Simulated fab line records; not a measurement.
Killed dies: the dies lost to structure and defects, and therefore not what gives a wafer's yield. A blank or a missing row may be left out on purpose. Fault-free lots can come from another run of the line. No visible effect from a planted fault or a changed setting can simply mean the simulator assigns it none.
fab line records | flow n5_finfet
[record] lots = 9 wafers = 27 last_day = 17
route steps=1938 shown BEOL_M3@954 BEOL_M4@1111 PASSIVATION@1936
lots untouched by any fault: they come from a run of this same line in which no faults occurred
start_h: hours from the record's opening day to when the first of the lot's shown wafers began | wait_h: time in hours since the lot's previous step | " same as the row above | L1.1+2: several wafers, shown together as one row | - no value, or no start was given | * or withheld: withheld | < > ~ a bound
route shown NAME@n: NAME is a module with steps in the file, n the number in the route of the first one | usual: the fault-free wafers' mean and standard deviation | same: alike in all rows | chamber/n: place in a boat | sites: the reading at each site | _std_site: how widely they spread, as a standard deviation | _edge_site: mean of outer sites minus mean of inner sites | radius_mm: for every site, how far away it sits from the centre of the wafer | mask NAME#n: copy n | behind: the most recent tool/chamber to have shaped the wafer | hold: why the lot was held/for how many hours/how that ended | device: whichever transistor did not switch (one of n, p or np) | end of line: the tests these same wafers got at the end of their route | where a step has no rows: the recipe by itself | killed: the dies lost at the first sort to structure and to defects; this is not the yield of the wafer | map: a wafer's dies, x killed, . not, _ none there
set.NAME: setting as actually run; set.NAME@STEP: the setting as run at that earlier step | model.NAME: the simulator's own value behind a step, which no gauge read
one table for each step of the route and one row for each wafer, over a sample of lots
services: the hour from which a tool's chamber was out of use, counted from the record's first day as start_h (under 0 if before that day), plus the number of hours and why
[[steps]]
[step N5_BEOL_M3_HM_OPEN_17]
[recipe] chemistry = Cl2/BCl3 target_depth_a = 200 overetch_a = 60 target = TiN mask_material = SOC ion_energy_ev = 150 pressure_mtorr = 10 icp_w = 1000 bias_w = 126 Cl2_flow_sccm = 53.25 bcl3_flow_sccm = 21.75 Ar_flow_sccm = 25
[usual] drypump_motor_current_A = 5.8/0.56 mfc_cl2_sccm = 53.23/0.15 oes_product_au = 0.62/0.1 throttle_valve_pct = 22.20/0.27
// columns lot.wafer tool chamber start_h wait_h drypump_motor_current_A mfc_cl2_sccm oes_product_au rf_hours_counter_h throttle_valve_pct
L629.1 rie_metal-02 1 144.79 0.0 6.2 53.05 0.52 116 22.15
L629.5 " 1 " " 6.2 53.20 0.52 - 22.14
L629.6 " 0 " " 6.5 53.31 0.52 - 22.37
L630.3 rie_metal-01 1 146.93 0.1 5.8 53.10 0.69 - 21.84
L630.4 " 0 " " 4.8 53.32 0.56 - 21.99
L630.6 " 1 " " 5.8 53.22 0.69 - 21.82
L633.1 rie_metal-02 0 169.91 0.0 6.5 53.08 0.52 131 22.39
L633.3 " 0 " " 6.5 53.06 0.51 - 22.40
L633.5 " 1 " " 6.2 53.17 0.52 - 22.15
L636.1 rie_metal-01 0 189.03 0.0 4.8 53.42 0.56 106 21.95
L636.3 " 0 " " 4.8 53.15 0.55 - 21.97
L636.6 " 1 " " 5.8 53.24 0.68 - 21.83
L640.1 rie_metal-02 1 232.11 0.0 6.2 53.14 0.52 126 22.16
L640.3 " 0 " " 6.5 53.26 0.80 - 22.09
L640.6 " 0 " " 6.5 53.04 0.80 - 22.09
L642.1 rie_metal-02 0 232.68 0.0 6.5 53.16 0.79 2 22.09
L642.2 " 1 " " 6.2 53.17 0.49 126 22.19
L642.5 " 0 " " 6.5 53.22 0.78 - 22.12
L643.3 rie_metal-01 0 236.87 0.1 4.8 53.21 0.55 - 22.01
L643.4 " 0 " " 4.8 53.12 0.56 - 21.98
L643.5 " 0 " " 4.8 53.24 0.56 - 21.97
L647.1 rie_metal-03 0 255.83 0.0 5.9 53.35 0.55 101 22.76
L647.2 " 1 " " 5.4 53.19 0.72 19 22.22
L647.5 " 1 " " 5.4 53.11 0.73 - 22.19
L650.1 rie_metal-03 0 287.88 0.0 5.9 53.16 0.55 103 22.76
L650.4 " 1 " " 5.4 53.14 0.71 - 22.22
L650.6 " 1 " " 5.4 53.14 0.72 - 22.21
[step N5_BEOL_M3_ALD_98]
[recipe] material = SiO2 target_thk_a = 25 temp_c = 100 ald_precursor_family = BDEAS ald_co_reactant = O2-plasma pulse_time_s = 1 co_reactant_pulse_time_s = 1 purge_time_s = 2 co_reactant_purge_time_s = 2 ald_cycles = 17 pressure_torr = 2
[usual] heater_power_w = 79/7.7 precursor_pulse_height_rel = 1.001/0.018 susceptor_temp_C = 100.00/0.12
[same] pulse_time_s = 1
// columns lot.wafer tool chamber start_h wait_h heater_power_w precursor_pulse_height_rel susceptor_temp_C
L629.1 ald_sin-02 3 145.75 0.1 68 0.999 99.97
L629.5 " 1 " " 91 1.011 99.81
L629.6 " 3 " " 68 0.997 99.89
L630.3 ald_sin-04 0 148.24 0.3 76 1.010 99.98
L630.4 " 3 " " 67 1.002 99.92
L630.6 " 0 " " 77 0.966 100.01
L633.1 ald_sin-01 0 170.96 0.1 86 1.027 100.10
L633.3 " 1 " " 82 1.031 100.22
L633.5 " 0 " " 87 0.981 100.25
L636.1 ald_sin-01 0 190.16 0.4 88 1.029 100.04
L636.3 " 2 " " 78 0.987 100.02
L636.6 " 3 " " 78 0.999 99.83
L640.1 ald_sin-01 2 233.23 0.2 78 1.002 99.95
L640.3 " 3 " " 78 0.981 99.98
L640.6 " 3 " " 79 0.982 100.02
L642.1 ald_sin-01 3 233.56 0.1 81 0.991 99.87
L642.2 " 2 " " 77 1.016 99.84
L642.5 " 0 " " 87 1.027 100.04
L643.3 ald_sin-01 3 237.78 0.1 78 1.002 100.04
L643.4 " 0 " " 89 1.001 100.08
L643.5 " 3 " " 81 0.988 99.99
L647.1 ald_sin-01 3 256.62 0.1 67 0.993 92.60
L647.2 " 2 " " 78 1.008 100.07
L647.5 " 3 " " 66 1.039 92.88
L650.1 ald_sin-01 2 288.85 0.2 79 1.001 100.00
L650.4 " 3 " " 65 0.992 92.48
L650.6 " 2 " " 79 0.985 100.13
[step N5_BEOL_M3_ETCHBACK_99]
[recipe] chemistry = CHF3 target = SiO2 target_depth_a = 50 time_s = 10.4 source_w = 215 bias_w = 47 Ar_flow_sccm = 200 CHF3_flow_sccm = 12 ion_energy_ev = 100 pressure_mtorr = 30
[usual] drypump_motor_current_A = 5.5/0.36 oes_product_au = 0.79/0.084 rf_vpp_V = 245/7.5 showerhead_plenum_p_Torr = 2.16/0.073 throttle_valve_pct = 17.08/0.19
// columns lot.wafer tool chamber start_h wait_h drypump_motor_current_A oes_product_au rf_hours_counter_h rf_vpp_V showerhead_plenum_p_Torr throttle_valve_pct
L629.1 rie_diel-06 2 145.86 0.1 6.1 0.79 118 243 2.13 16.87
L629.5 " 3 " " 5.2 0.87 - 256 2.29 16.81
L629.6 " 0 " " 5.6 0.76 - 237 2.26 17.17
L630.3 rie_diel-06 3 153.57 5.3 5.2 0.86 37 254 2.29 16.82
L630.4 " 2 " " 6.1 0.79 122 245 2.13 16.88
L630.6 " 0 " " 5.6 0.76 - 237 2.26 17.17
L633.1 rie_diel-06 0 174.49 3.5 5.6 0.75 154 237 2.25 17.20
L633.3 " 2 " " 6.1 0.78 127 243 2.13 16.91
L633.5 " 0 " " 5.6 0.75 - 238 2.25 17.18
L636.1 rie_diel-04 0 202.65 12.5 5.7 0.85 60 250 2.11 17.01
L636.3 " 1 " " 5.0 0.67 233 254 2.11 17.32
L636.6 " 1 " " 5.0 0.67 - 254 2.11 17.31
L640.1 rie_diel-06 3 235.60 2.3 5.2 0.84 55 254 2.28 16.84
L640.3 " 0 " " 5.6 0.74 172 237 2.25 17.20
L640.6 " 2 " " 6.1 0.76 - 243 2.12 16.94
L642.1 rie_diel-06 3 239.04 5.4 5.2 0.85 56 254 2.28 16.86
L642.2 " 0 " " 5.5 0.73 173 237 2.25 17.22
L642.5 " 3 " " 5.2 0.84 - 256 2.28 16.87
L643.3 rie_diel-04 2 239.09 1.3 5.7 0.71 184 235 2.05 17.04
L643.4 " 0 " " 5.6 0.84 68 249 2.11 17.02
L643.5 " 1 " " 5.0 0.66 - 255 2.11 17.37
L647.1 rie_diel-02 0 272.40 15.7 4.7 0.97 5 246 2.15 17.11
L647.2 " 2 " " 5.8 0.88 40 239 2.12 16.82
L647.5 " 3 " " 5.7 0.84 - 241 2.24 17.16
L650.1 rie_diel-02 3 289.56 0.7 5.7 0.85 74 242 2.24 17.15
L650.4 " 2 " " 5.8 0.89 45 238 2.12 16.82
L650.6 " 0 " " 4.7 0.96 - 245 2.15 17.12
[step N5_BEOL_M3_VIA_ETCH_34]
[recipe] chemistry = C4F6/O2 target_depth_a = 694 mask_material = SOC pressure_mtorr = 15 ion_energy_ev = 250 taper_deg = 4 time_s = 65.9 source_w = 350 bias_w = 170 Ar_flow_sccm = 300 C4F6_flow_sccm = 10 O2_flow_sccm = 10
[usual] drypump_motor_current_A = 5.6/0.36 oes_product_au = 0.79/0.084 rf_vpp_V = 677/20 showerhead_plenum_p_Torr = 2.85/0.093 throttle_valve_pct = 30.77/0.29
// columns lot.wafer tool chamber start_h wait_h drypump_motor_current_A oes_product_au rf_hours_counter_h rf_vpp_V showerhead_plenum_p_Torr throttle_valve_pct
L629.1 rie_diel-06 2 146.00 0.0 6.1 0.78 119 675 2.82 30.29
L629.5 " 3 " " 5.2 0.87 - 705 3.01 30.41
L629.6 " 0 " " 5.6 0.75 - 658 2.98 31.05
L630.3 rie_diel-06 3 153.70 0.0 5.2 0.87 37 704 3.01 30.42
L630.4 " 2 " " 6.1 0.78 122 676 2.82 30.31
L630.6 " 0 " " 5.6 0.76 - 656 2.97 31.07
L633.1 rie_diel-06 0 174.63 0.0 5.6 0.75 154 657 2.97 31.06
L633.3 " 2 " " 6.0 0.78 127 677 2.81 30.33
L633.5 " 0 " " 5.6 0.75 - 657 2.97 31.08
L636.1 rie_diel-04 0 202.79 0.0 5.7 0.84 60 688 2.79 30.98
L636.3 " 1 " " 5.0 0.67 233 701 2.79 30.98
L636.6 " 1 " " 5.0 0.67 - 700 2.79 30.99
L640.1 rie_diel-06 3 235.74 0.0 5.2 0.84 55 704 3.00 30.40
L640.3 " 0 " " 5.6 0.73 172 656 2.96 31.06
L640.6 " 2 " " 6.1 0.76 - 676 2.80 30.33
L642.1 rie_diel-06 3 239.17 0.0 5.2 0.84 56 701 3.00 30.45
L642.2 " 0 " " 5.6 0.73 173 658 2.96 31.09
L642.5 " 3 " " 5.2 0.84 - 704 3.00 30.43
L643.3 rie_diel-04 2 239.22 0.0 5.7 0.70 184 655 2.71 30.51
L643.4 " 0 " " 5.7 0.83 68 687 2.79 31.01
L643.5 " 1 " " 5.0 0.65 - 701 2.78 30.99
L647.1 rie_diel-02 0 272.54 0.0 4.8 0.97 5 679 2.84 31.17
L647.2 " 2 " " 5.8 0.89 40 656 2.80 30.73
L647.5 " 3 " " 5.7 0.85 - 665 2.96 30.71
L650.1 rie_diel-02 3 289.70 0.0 5.7 0.84 74 665 2.96 30.70
L650.4 " 2 " " 5.8 0.88 45 655 2.79 30.75
L650.6 " 0 " " 4.8 0.95 - 680 2.83 31.19
[step N5_BEOL_M4_RC_MEAS_101]
[usual] DIBL_N = 37.5/2.5 DIBL_P = 38/3.1 IOFF_N = 0.19/0.059 IOFF_P = 0.24/0.061 ION_N = 679/16 ION_P = 465/9.8 SS_N = 72.0/0.8 SS_P = 73.7/0.86 VT_N = 248/4.5 VT_P = -249/3.5
// columns lot.wafer tool chamber start_h wait_h DIBL_N[mV/V] DIBL_P[mV/V] IOFF_N[nA/um] IOFF_P[nA/um] ION_N[uA/um] ION_P[uA/um] SS_N[mV/dec] SS_P[mV/dec] VT_N[mV] VT_P[mV]
L629.1 prober-02 0 163.35 0.0 34.1 36 0.12 0.20 659 459 70.6 72.8 254 -249
L629.5 " 0 " " 37.8 37 0.18 0.22 678 466 72.3 73.5 251 -250
L629.6 " 0 " " 39.7 40 0.23 0.27 679 459 72.7 74.2 248 -245
L630.3 prober-02 0 170.07 0.3 37.3 38 0.18 0.23 677 459 72.0 73.5 250 -250
L630.4 " 0 " " 37.3 40 0.19 0.27 675 465 72.5 74.2 248 -248
L630.6 " 0 " " 37.4 38 0.18 0.22 676 460 72.6 73.8 255 -252
L633.1 prober-02 0 188.58 0.0 37.5 38 0.19 0.24 679 463 71.3 73.4 249 -248
L633.3 " 0 " " 41.0 43 0.31 0.37 711 480 72.8 75.0 238 -242
L633.5 " 0 " " 37.7 38 0.18 0.25 683 469 72.1 73.4 248 -247
L636.1 prober-02 0 221.67 0.0 35.9 37 0.16 0.20 667 459 72.3 73.8 251 -252
L636.3 " 0 " " 37.2 37 0.19 0.20 680 461 72.0 73.0 249 -251
L636.6 " 0 " " 33.6 34 0.11 0.17 659 451 70.9 73.0 255 -254
L640.1 prober-02 0 252.06 0.0 39.0 40 0.23 0.28 694 469 71.8 73.5 244 -247
L640.3 " 0 " " 36.6 38 0.17 0.24 672 463 71.9 73.4 249 -248
L640.6 " 0 " " 42.2 45 0.37 0.43 714 484 72.8 74.8 238 -242
L642.1 prober-02 0 257.03 0.0 37.5 37 0.20 0.30 706 489 70.9 73.4 242 -244
L642.2 " 0 " " 36.4 34 0.16 0.23 689 470 72.0 72.9 249 -248
L642.5 " 0 " " 36.5 35 0.18 0.26 684 479 71.7 72.7 249 -244
L643.3 prober-02 0 259.21 0.3 35.8 36 0.13 0.21 659 465 71.9 73.3 256 -249
L643.4 " 0 " " 36.5 37 0.14 0.21 658 455 71.5 73.3 252 -250
L643.5 " 0 " " 38.3 38 0.19 0.27 682 471 72.0 74.3 248 -248
L647.1 prober-02 0 284.19 0.0 34.5 35 0.14 0.21 668 462 70.9 73.5 249 -249
L647.2 " 0 " " 36.0 35 0.14 0.20 668 459 71.2 73.8 251 -250
L647.5 " 0 " " 39.9 40 0.24 0.28 696 475 71.8 74.1 244 -246
L650.1 prober-01 0 310.43 0.0 38.6 42 0.21 0.29 685 475 72.0 74.4 247 -249
L650.4 " 0 " " 39.0 39 0.20 0.23 676 455 71.8 74.7 247 -251
L650.6 " 0 " " 39.9 41 0.23 0.26 687 466 72.2 74.6 245 -249
[step N5_PASSIVATION_PROBE_49]
[usual] defect_limited_yield = 91.0/1.4 killed_at_M0_to_M3 = 35/10 killed_at_M4_up = 14/5.5 killed_at_contacts = 13/5.6 killed_at_front_end = 41/11 killed_at_other = 4/3.4 killed_dies = 106/16 killed_open = 68/12 killed_short = 35/7.3 sort_bin_4_leakage = 0.3/2.1 sort_bin_5_function = 5.3/0.89 sort_bin_6_memory = 3.4/0.67 sort_bin_8_speed = 0.01/0.11 sort_n_pass = 1070/28 sort_yield_pct = 90.7/2.4
[same] gross_dies = 1180 killed_at_back_side = 0
// columns lot.wafer tool chamber start_h wait_h defect_limited_yield[%] killed_at_M0_to_M3 killed_at_M4_up killed_at_contacts killed_at_front_end killed_at_other killed_dies killed_open killed_short sort_bin_4_leakage[%] sort_bin_5_function[%] sort_bin_6_memory[%] sort_bin_8_speed[%] sort_n_pass sort_yield_pct[%]
L630.3 prober-01 - 278.83 0.1 90.7 38 11 11 38 12 110 71 34 0 5.3 3.3 0 1070 90.7
L630.4 prober-01 - 278.88 0.2 92.5 26 15 12 35 1 89 65 22 0 4.7 2.5 0 1091 92.5
L630.6 prober-01 - 278.98 0.3 90.3 48 19 5 39 3 114 70 31 0 5.3 3.3 0 1066 90.3
L640.1 prober-02 - 355.28 0.0 89.2 41 18 13 49 7 128 88 36 0 5.3 5.3 0 1052 89.2
L640.3 prober-02 - 355.38 0.1 89.8 36 19 14 44 7 120 80 37 0 6.0 3.5 0 1060 89.8
L640.6 prober-02 - 355.53 0.3 93.6 34 15 8 18 1 76 52 20 5.3 3.0 3.1 0 1041 88.2
L647.1 prober-01 - 398.03 0.0 90.8 22 13 6 60 7 108 54 52 0 5.8 2.8 0 1072 90.8
L647.2 prober-01 - 398.08 0.1 91.8 28 18 8 39 4 97 65 32 0 4.7 3.1 0 1083 91.8
L647.5 prober-01 - 398.23 0.2 92.2 24 9 9 44 6 92 52 35 0 4.3 3.0 0 1088 92.2
L650.1 prober-01 - 415.46 0.0 90.8 30 18 15 36 10 109 71 33 0 5.3 3.7 0 1071 90.8
L650.4 prober-01 - 415.61 0.2 89.4 35 23 18 48 1 125 82 40 0 6.4 3.5 0 1055 89.4
L650.6 prober-01 - 415.71 0.3 90.5 23 11 16 46 16 112 67 40 0 6.0 3.1 0 1068 90.5
// killed by level:class
L630.3 BEOL_M2:geometric_particle:open=15 MOL_CONTACT_COAG:geometric_particle:open=10 FIN_SAQP:geometric_particle:open=9 BEOL_M3:geometric_particle:open=9 FIN_SAQP:geometric_particle:short=7 MIM_TOP_ETCH:geometric_particle:short=7 GATE_CUT:geometric_particle:short=5 STI_FIN_REVEAL:geometric_particle:open=4
L630.4 MOL_CONTACT_COAG:geometric_particle:open=11 BEOL_M2:geometric_particle:open=9 DUMMY_GATE:geometric_particle:open=6 GATE_CUT:geometric_particle:open=6 GATE_CUT:geometric_particle:short=6 FIN_SAQP:geometric_particle:short=5 STI_FIN_REVEAL:geometric_particle:open=4 BEOL_M0_SAQP:geometric_particle:open=4
L630.6 BEOL_M2:geometric_particle:open=12 BEOL_M1:geometric_particle:open=9 HKMG_FIN:area_etch=8 FIN_SAQP:geometric_particle:short=7 GATE_CUT:geometric_particle:open=7 BEOL_M3:geometric_particle:open=7 BEOL_M5:geometric_particle:open=7 FIN_SAQP:geometric_particle:open=6
L640.1 STI_FIN_REVEAL:geometric_particle:open=16 BEOL_M2:geometric_particle:open=10 MOL_CONTACT_COAG:geometric_particle:open=9 FIN_SAQP:geometric_particle:open=8 BEOL_M3:geometric_particle:open=8 BEOL_M4:geometric_particle:open=7 FIN_SAQP:geometric_particle:short=5 BEOL_M0_SAQP:geometric_particle:open=5
L640.3 STI_FIN_REVEAL:geometric_particle:open=12 MOL_CONTACT_COAG:geometric_particle:open=11 BEOL_M4:geometric_particle:open=8 FIN_SAQP:geometric_particle:open=7 FIN_SAQP:geometric_particle:short=7 BEOL_M5:geometric_particle:open=7 BEOL_M3:geometric_particle:open=6 STI_FIN_REVEAL:geometric_particle:short=5
L640.6 BEOL_M1:geometric_particle:open=9 MOL_CONTACT_COAG:geometric_particle:open=7 BEOL_M3:geometric_particle:open=7 BEOL_M0_SAQP:geometric_particle:open=6 BEOL_M8:geometric_particle:open=5 FIN_SAQP:geometric_particle:short=3 DUMMY_GATE:geometric_particle:open=3 BEOL_M0_SAQP:geometric_particle:short=3
L647.1 FIN_SAQP:geometric_particle:short=26 FIN_SAQP:geometric_particle:open=13 BEOL_M0_SAQP:geometric_particle:short=6 MOL_CONTACT_COAG:geometric_particle:open=5 BEOL_M3:geometric_particle:open=4 DUMMY_GATE:geometric_particle:open=4 BEOL_M4:geometric_particle:short=4 BEOL_M0_SAQP:geometric_particle:open=4
L647.2 BEOL_M0_SAQP:geometric_particle:open=11 FIN_SAQP:geometric_particle:open=9 BEOL_M4:geometric_particle:short=9 STI_FIN_REVEAL:geometric_particle:open=8 GATE_CUT:geometric_particle:open=8 MOL_CONTACT_COAG:geometric_particle:open=7 BEOL_M0_SAQP:geometric_particle:short=7 BEOL_M3:geometric_particle:open=5
L647.5 GATE_CUT:geometric_particle:short=12 MOL_CONTACT_COAG:geometric_particle:open=9 BEOL_M0_SAQP:geometric_particle:open=7 DUMMY_GATE:geometric_particle:open=7 FIN_SAQP:geometric_particle:open=5 FIN_SAQP:geometric_particle:short=5 BEOL_M0_SAQP:geometric_particle:short=5 BEOL_M2:geometric_particle:open=5
L650.1 STI_FIN_REVEAL:geometric_particle:open=12 MOL_CONTACT_COAG:geometric_particle:open=12 BEOL_M0_SAQP:geometric_particle:short=8 FIN_SAQP:geometric_particle:open=7 PAD_METAL:geometric_particle:open=6 BEOL_M0_SAQP:geometric_particle:open=6 GATE_CUT:geometric_particle:open=5 BEOL_M4:geometric_particle:open=5
L650.4 BEOL_M4:geometric_particle:open=15 FIN_SAQP:geometric_particle:open=14 MOL_CONTACT_COAG:geometric_particle:open=14 FIN_SAQP:geometric_particle:short=10 BEOL_M0_SAQP:geometric_particle:open=7 BEOL_M0_SAQP:geometric_particle:short=6 BEOL_M1:geometric_particle:open=6 BEOL_M1:geometric_particle:short=5
L650.6 MOL_CONTACT_COAG:geometric_particle:open=14 GATE_CUT:geometric_particle:short=11 FIN_SAQP:geometric_particle:open=7 FIN_SAQP:geometric_particle:short=7 GATE_CUT:geometric_particle:open=7 PAD_METAL:geometric_particle:open=6 BEOL_M0_SAQP:geometric_particle:open=5 BEOL_M0_SAQP:geometric_particle:short=5
[[services]]
// columns tool chamber start_h hours kind
ald_sin-02 2 140.54 34.7 repair
rie_metal-03 - 140.87 57.9 repair
rie_metal-02 0 145.50 5.4 repair
ald_sin-01 3 170.45 13.0 repair
rie_diel-06 3 176.37 19.3 repair
ald_sin-04 - 176.75 14.0 pm
ald_sin-02 - 187.18 6.0 pm
rie_metal-02 0 197.32 - clean
rie_metal-02 0 197.32 13.0 scheduled_down
rie_metal-02 0 197.32 13.0 vent_cycle
ald_sin-01 2 205.75 6.1 repair
ald_sin-01 1 221.23 11.0 repair
rie_diel-04 0 222.79 11.3 repair
rie_diel-04 2 228.08 2.4 repair
ald_sin-02 - 234.64 0.5 repair
rie_diel-02 0 234.65 - clean
rie_diel-02 0 234.65 - consumable_replace:focus_ring
rie_diel-02 0 234.65 19.3 scheduled_down
rie_metal-01 1 235.56 4.2 repair
ald_sin-02 - 269.41 14.0 pm
rie_metal-02 - 279.08 0.3 repair
ald_sin-04 - 281.11 2.8 pm
ald_sin-04 1 285.11 7.5 repair
ald_sin-01 0 285.58 6.3 repair
[[key]]
[first_sign] step = N5_BEOL_M3_ALD_98 reading = susceptor_temp_C direction = down sigmas = 60 usual = * struck = *
effect none on later readings
met_at N5_BEOL_M3_ALD_98
struck_lots L647,L650
struck_wafers L647.1,L647.5,L650.4
not_acting_at N5_BEOL_M3_HM_OPEN_17,N5_BEOL_M3_ETCHBACK_99,N5_BEOL_M3_VIA_ETCH_34
onset_between 237.78 256.62
[fault] kind = process_parameter_drift tool = ald_sin-01 chamber = 3 onset_h = 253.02 steps = N5_BEOL_M3_ALD_98 channel = temp_c offset = * shape = step end_h = 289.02 acts_in = * stated = *
